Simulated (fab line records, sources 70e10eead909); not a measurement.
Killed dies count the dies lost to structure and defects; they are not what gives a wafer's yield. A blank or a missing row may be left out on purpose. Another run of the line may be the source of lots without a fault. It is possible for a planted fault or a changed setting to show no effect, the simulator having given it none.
fab line records    flow nand_harc
record: lots: 15  wafers: 45  last_day: 25
route steps=1159 shown P_M2@326
lots with no fault: from the same line, run without faults
start_h: hours from the record's first day to the start of the lot's first wafer shown    wait_h: hours elapsed since this lot's preceding step    " identical to the entry in the row above    L1.1+2: several wafers, shown together as one row    - either no value or no given start    * or withheld: withheld    < > ~ a bound
route shown NAME@n: a module of which the file shows steps, and the number in the route of the first    usual: the fault-free wafers' mean and standard deviation    same: alike in all rows    chamber/n: place in a boat    sites: readings site by site    _std_site: standard deviation of those values    _edge_site: mean of outer sites minus mean of inner sites    radius_mm: how far each site lies from the wafer's centre    mask NAME#n: copy n    behind: the tool/chamber that last shaped the wafer    hold: reason for holding the lot/hours on hold/outcome of the hold    device: which transistor (n, p or np) failed to switch    end of line: the route-end tests of the same wafers    for a step that has no rows: nothing shown but its recipe    killed: not the wafer's yield, but the dies lost to structure and defects at the first sort    map: a wafer's dies, x killed, . not, _ none there
set.NAME: setting as actually run; set.NAME@STEP: the setting as run at that earlier step    model.NAME: the simulator's own value behind a step, which no gauge read
a sample of lots followed through the steps of the route, with each step as a table and each wafer as a row
services: when a tool's chamber went out of use (start_h, in hours from the record's first day, below 0 if earlier), for how many hours, and the reason
== steps ==
step: NHARC_P_M2_PEB_07
recipe: peb_temp_c: 100  peb_time_s: 65
usual: chill_plate_temp_C: 23.00/0.11  exhaust_pa: 44.9/0.92
lot.wafer  tool            chamber  start_h  wait_h  chill_plate_temp_C  exhaust_pa
L460.1     litho_track-06  0        134.17   0.1     23.16               44.6
L460.3     "               0        "        "       22.88               44.7
L460.4     "               0        "        "       22.87               44.7
L462.1     litho_track-06  0        137.62   0.1     22.88               44.5
L462.2     "               0        "        "       23.03               45.0
L462.5     "               0        "        "       22.90               44.1
L464.1     litho_track-06  0        151.78   0.1     23.07               44.3
L464.4     "               0        "        "       23.02               44.2
L464.5     "               0        "        "       23.17               43.9
L465.1     litho_track-01  0        152.37   0.1     22.99               46.6
L465.3     "               0        "        "       22.98               46.3
L465.5     "               0        "        "       23.01               45.7
L471.2     litho_track-04  -        182.87   0.1     -                   -
L471.3     "               -        "        "       -                   -
L471.6     "               -        "        "       -                   -
L470.1     litho_track-06  -        184.54   0.1     -                   -
L470.3     "               -        "        "       -                   -
L470.6     "               -        "        "       -                   -
L472.2     litho_track-04  -        200.55   0.1     -                   -
L472.3     "               -        "        "       -                   -
L472.4     "               -        "        "       -                   -
L475.1     litho_track-01  0        219.07   0.1     22.89               44.1
L475.4     "               0        "        "       23.14               44.5
L475.6     "               0        "        "       22.96               45.1
L476.1     litho_track-06  0        219.74   0.1     23.04               45.0
L476.3     "               0        "        "       23.18               46.3
L476.6     "               0        "        "       23.11               44.8
L477.4     litho_track-01  0        232.19   0.0     23.21               44.0
L477.5     "               0        "        "       23.15               44.4
L477.6     "               0        "        "       23.14               44.8
L479.1     litho_track-01  0        240.49   0.1     23.06               44.7
L479.3     "               0        "        "       23.05               45.7
L479.5     "               0        "        "       22.78               46.1
L480.2     litho_track-04  0        243.19   0.1     23.02               44.8
L480.3     "               0        "        "       22.81               45.0
L480.4     "               0        "        "       22.81               45.4
L481.1     litho_track-01  0        248.81   0.1     22.91               45.8
L481.2     "               0        "        "       22.90               45.6
L481.6     "               0        "        "       22.85               44.7
L482.4     litho_track-04  0        254.53   0.0     23.10               44.4
L482.5     "               0        "        "       23.01               43.8
L482.6     "               0        "        "       23.10               44.2
L483.2     litho_track-06  0        272.52   0.1     22.86               45.4
L483.5     "               0        "        "       22.94               44.9
L483.6     "               0        "        "       22.92               44.4
step: NHARC_P_M2_OVL_MEAS_10
recipe: pitch_nm: 340
usual: overlay_x_nm: 0.2/0.79  overlay_y_nm: 0.2/0.89
lot.wafer  tool        chamber  start_h  wait_h  overlay_x_nm  overlay_y_nm
L460.1     overlay-02  -        134.34   -       -0.7          0.4
L460.3     "           -        "        "       -1.3          0.9
L460.4     "           -        "        "       -1.2          1.2
L462.1     overlay-02  -        137.79   -       -0.1          1.9
L462.2     "           -        "        "       -0.3          2.1
L462.5     "           -        "        "       -0.3          1.3
L464.1     overlay-01  -        151.95   -       0.7           0.3
L464.4     "           -        "        "       0.8           0.2
L464.5     "           -        "        "       -0.1          0.3
L465.1     overlay-02  -        152.53   -       0.2           0.9
L465.3     "           -        "        "       -0.9          0.4
L465.5     "           -        "        "       -0.2          0.8
L471.2     overlay-02  -        183.04   -       -             -
L471.3     "           -        "        "       -             -
L471.6     "           -        "        "       -             -
L470.1     overlay-02  -        184.70   -       -             -
L470.3     "           -        "        "       -             -
L470.6     "           -        "        "       -             -
L472.2     overlay-02  -        200.72   -       -             -
L472.3     "           -        "        "       -             -
L472.4     "           -        "        "       -             -
L475.1     overlay-01  -        219.24   -       0.4           0.9
L475.4     "           -        "        "       0.6           0.5
L475.6     "           -        "        "       1.3           0.1
L476.1     overlay-02  -        219.91   -       1.0           0.3
L476.3     "           -        "        "       0.7           0.9
L476.6     "           -        "        "       -0.1          0.0
L477.4     overlay-02  -        232.36   -       1.7           1.3
L477.5     "           -        "        "       1.8           0.6
L477.6     "           -        "        "       1.9           0.8
L479.1     overlay-02  -        240.65   -       0.4           1.1
L479.3     "           -        "        "       0.4           0.8
L479.5     "           -        "        "       0.4           1.1
L480.2     overlay-02  -        243.36   -       -0.1          0.8
L480.3     "           -        "        "       -0.3          0.9
L480.4     "           -        "        "       -0.6          1.0
L481.1     overlay-01  -        248.97   -       0.2           -0.6
L481.2     "           -        "        "       0.1           -0.2
L481.6     "           -        "        "       -0.1          -0.1
L482.4     overlay-01  -        254.70   -       1.7           -1.1
L482.5     "           -        "        "       1.6           -0.9
L482.6     "           -        "        "       1.8           -1.5
L483.2     overlay-02  -        272.70   -       0.7           0.6
L483.5     "           -        "        "       0.8           0.4
L483.6     "           -        "        "       0.5           0.7
step: NHARC_P_M2_ETCH_35
recipe: target_depth_a: 400  overetch_a: 120  time_s: 43.94  ion_energy_ev: 200  n2_flow_sccm: 150  h2_flow_sccm: 150  ar_flow_sccm: 0  rf_w: 400  bias_w: 150  chemistry: N2/H2
usual: drypump_motor_current_A: 6.0/0.59  mfc_ar_sccm: 0.005/0.0092  oes_product_au: 0.999/0.012  rf_vpp_V: 430.6/2.5  showerhead_plenum_p_Torr: 2.05/0.092  throttle_valve_pct: 14.173/0.0092
lot.wafer  tool         chamber  start_h  wait_h  drypump_motor_current_A  mfc_ar_sccm  oes_product_au  rf_hours_counter_h  rf_vpp_V  showerhead_plenum_p_Torr  throttle_valve_pct
L460.1     rie_diel-09  2        134.53   0.1     4.9                      0            0.992           2                   432.8     2.16                      14.168
L460.3     "            3        "        "       6.6                      0            0.990           2                   427.1     1.90                      14.174
L460.4     "            1        "        "       5.7                      0            1.007           2                   429.0     2.04                      14.175
L462.2     rie_diel-09  0        137.97   0.1     6.4                      0.014        1.011           2                   432.8     2.11                      14.163
L462.1     "            1        "        "       5.8                      0            1.023           2                   431.0     2.04                      14.162
L462.5     "            0        "        "       6.4                      0.014        0.999           -                   432.5     2.11                      14.183
L464.1     rie_diel-09  1        152.15   0.1     5.8                      0            1.026           3                   429.2     2.04                      14.182
L464.5     "            0        "        "       6.4                      0.014        1.004           -                   432.2     2.11                      14.177
L464.4     "            1        "        "       5.7                      0            1.024           -                   429.3     2.04                      14.173
L465.1     rie_diel-09  1        152.86   0.2     5.7                      0            1.011           3                   429.7     2.04                      14.186
L465.3     "            0        "        "       6.4                      0.014        0.991           3                   433.2     2.12                      14.172
L465.5     "            1        "        "       5.7                      0            1.005           -                   429.9     2.04                      14.182
L471.3     rie_diel-09  0        183.22   0.1     6.4                      0.014        0.992           4                   430.5     2.11                      14.188
L471.2     "            1        "        "       5.7                      0            1.026           4                   429.6     2.04                      14.160
L471.6     "            1        "        "       5.7                      0            1.011           -                   431.0     2.04                      14.184
L470.1     rie_diel-09  0        184.89   0.1     6.4                      0.014        1.004           4                   433.3     2.11                      14.156
L470.3     "            1        "        "       5.7                      0            1.030           5                   430.0     2.04                      14.148
L470.6     "            1        "        "       5.7                      0            1.025           -                   430.0     2.04                      14.176
L472.2     rie_diel-09  0        200.91   0.1     6.4                      0.014        0.979           5                   432.3     2.11                      14.190
L472.3     "            1        "        "       5.7                      0            1.007           5                   430.5     2.04                      14.177
L472.4     "            2        "        "       4.9                      0            0.981           3                   434.2     2.16                      14.171
L475.4     rie_diel-09  3        219.43   0.1     6.6                      0            0.995           5                   427.9     1.90                      14.179
L475.1     "            0        "        "       6.4                      0.014        0.989           6                   430.4     2.11                      14.168
L475.6     "            2        "        "       4.9                      0            0.993           -                   434.1     2.16                      14.162
L476.3     rie_diel-09  3        220.09   0.1     6.6                      0            0.990           6                   426.4     1.90                      14.168
L476.1     "            0        "        "       6.4                      0.014        0.994           6                   431.5     2.11                      14.167
L476.6     "            3        "        "       6.6                      0            1.009           -                   426.9     1.90                      14.173
L477.4     rie_diel-09  1        232.54   0.1     5.7                      0            1.013           6                   430.8     2.04                      14.159
L477.5     "            1        "        "       5.7                      0            1.021           -                   429.9     2.04                      14.150
L477.6     "            2        "        "       4.9                      0            0.984           -                   433.1     2.16                      14.158
L479.1     rie_diel-09  3        240.89   0.1     6.6                      0            1.004           6                   426.6     1.90                      14.165
L479.3     "            0        "        "       6.4                      0.014        0.983           7                   433.1     2.11                      14.176
L479.5     "            3        "        "       6.6                      0            1.001           -                   427.4     1.90                      14.182
L480.4     rie_diel-09  1        243.54   0.1     5.7                      0            1.018           7                   430.5     2.04                      14.171
L480.2     "            3        "        "       6.6                      0            0.986           6                   427.3     1.90                      14.180
L480.3     "            0        "        "       6.4                      0.014        0.992           7                   432.1     2.11                      14.177
L481.2     rie_diel-09  0        249.17   0.1     6.4                      0.014        0.986           7                   434.1     2.11                      14.181
L481.1     "            1        "        "       5.7                      0            1.020           7                   430.8     2.04                      14.175
L481.6     "            2        "        "       4.9                      0            0.983           -                   432.6     2.16                      14.172
L482.4     rie_diel-03  2        254.90   0.1     5.6                      0.044        0.986           5                   435.3     2.19                      14.171
L482.5     "            3        "        "       5.8                      0            1.000           -                   430.1     2.06                      14.177
L482.6     "            0        "        "       6.4                      0.002        1.003           -                   430.0     2.00                      14.168
L483.2     rie_diel-10  0        272.89   0.1     5.4                      0.011        1.005           35                  431.8     2.11                      14.162
L483.6     "            1        "        "       6.7                      0            0.994           -                   430.0     1.97                      14.172
L483.5     "            2        "        "       6.2                      0.001        1.012           -                   432.0     2.09                      14.178
step: NHARC_P_M2_ETCH_15
recipe: target_depth_a: 1825  time_s: 91.2  c4f8_flow_sccm: withheld  ar_flow_sccm: 400  rf_w: 600  bias_w: 300  chemistry: C4F8/Ar
usual: oes_product_au: 0.940/0.022  rf_vpp_V: 441.0/2.8
lot.wafer  tool         chamber  start_h  wait_h  oes_product_au  rf_hours_counter_h  rf_vpp_V
L460.3     rie_diel-09  2        -        -       0.955           2                   442.9
L460.1     "            3        "        "       0.947           2                   436.5
L460.4     "            0        "        "       0.947           2                   442.8
L462.1     rie_diel-09  2        -        -       0.939           2                   443.2
L462.2     "            0        "        "       0.940           2                   445.2
L462.5     "            1        "        "       0.971           -                   441.2
L464.1     rie_diel-09  3        -        -       0.974           3                   436.6
L464.4     "            3        "        "       0.968           -                   436.3
L464.5     "            1        "        "       0.980           -                   440.7
L465.3     rie_diel-09  0        -        -       0.930           3                   442.8
L465.1     "            3        "        "       0.931           3                   436.6
L465.5     "            0        "        "       0.938           -                   443.2
L471.2     rie_diel-09  1        -        -       0.975           4                   439.5
L471.3     "            3        "        "       0.968           4                   438.0
L471.6     "            1        "        "       0.980           -                   440.9
L470.1     rie_diel-09  0        -        -       0.929           4                   444.0
L470.3     "            2        "        "       0.931           3                   445.7
L470.6     "            1        "        "       0.965           -                   441.6
L472.3     rie_diel-09  2        -        -       0.951           3                   444.1
L472.4     "            0        "        "       0.968           5                   443.0
L472.2     "            1        "        "       0.969           5                   440.7
L475.1     rie_diel-09  2        -        -       0.909           4                   445.2
L475.4     "            1        "        "       0.933           6                   440.2
L475.6     "            2        "        "       0.927           -                   445.0
L476.3     rie_diel-09  2        -        -       0.922           4                   444.6
L476.1     "            0        "        "       0.932           6                   442.7
L476.6     "            3        "        "       0.927           -                   436.3
L477.4     rie_diel-09  1        -        -       0.981           6                   440.5
L477.6     "            0        "        "       0.952           -                   442.5
L477.5     "            1        "        "       0.991           -                   440.9
L479.1     rie_diel-09  2        -        -       0.927           5                   443.0
L479.3     "            3        "        "       0.940           6                   435.9
L479.5     "            0        "        "       0.921           -                   443.2
L480.2     rie_diel-09  3        -        -       0.938           6                   436.5
L480.3     "            1        "        "       0.966           7                   442.1
L480.4     "            2        "        "       0.928           5                   444.8
L481.1     rie_diel-09  1        -        -       0.994           7                   441.3
L481.2     "            2        "        "       0.949           5                   444.6
L481.6     "            1        "        "       1.000           -                   441.5
L482.4     rie_diel-03  2        -        -       0.926           5                   443.1
L482.6     "            0        "        "       0.938           -                   440.0
L482.5     "            1        "        "       0.921           -                   439.0
L483.2     rie_diel-10  1        -        -       0.918           33                  439.2
L483.5     "            1        "        "       0.912           -                   438.0
L483.6     "            2        "        "       0.931           -                   443.2
== services ==
tool            chamber  start_h  hours  kind
rie_diel-09     0        110.65   -      clean
rie_diel-09     1        110.65   -      clean
rie_diel-09     2        110.65   -      clean
rie_diel-09     3        110.65   -      clean
litho_track-06  -        117.00   7.0    pm
rie_diel-09     0        135.17   -      clean
rie_diel-09     1        135.17   -      clean
rie_diel-09     2        135.17   -      clean
rie_diel-09     3        135.17   -      clean
litho_track-04  -        141.00   7.0    pm
rie_diel-09     2        144.04   23.7   repair
rie_diel-09     0        159.67   -      clean
rie_diel-09     1        159.67   -      clean
rie_diel-09     3        159.67   -      clean
rie_diel-03     -        169.72   0.3    repair
rie_diel-10     -        176.50   9.0    pm
rie_diel-09     0        184.17   -      clean
rie_diel-09     1        184.17   -      clean
rie_diel-09     2        184.17   -      clean
rie_diel-10     -        189.74   0.2    repair
rie_diel-03     3        197.18   19.8   repair
rie_diel-03     -        215.30   9.0    pm
rie_diel-09     -        254.13   9.0    pm
litho_track-01  -        268.00   7.0    pm
== key ==
first_sign: step: NHARC_P_M2_PEB_07  reading: tool_record  direction: missing
effect none on later readings
met_at NHARC_P_M2_PEB_07
struck_lots L470,L471,L472
later_rows_left_out L470.1,L470.3,L470.6,L471.2,L471.3,L471.6,L472.2,L472.3,L472.4
sort_left_out L470.1,L470.3,L470.6,L471.2,L471.3,L471.6,L472.2,L472.3,L472.4
not_acting_at NHARC_P_M2_OVL_MEAS_10,NHARC_P_M2_ETCH_35,NHARC_P_M2_ETCH_15
onset_between 151.78 182.87
fault: kind: skipped_step_whole  tool: litho_track-04,litho_track-06  chamber: -  onset_h: 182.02  steps: NHARC_P_M2_PEB_07  scope: struck_lots_only
sort_left_out: the simulated sort isn't trusted on such a fault, so these wafers' sort isn't shown, and their yield isn't known
later_rows_left_out: the simulator's readings of these wafers behind a module that went badly wrong aren't trusted and aren't shown, but for the sort
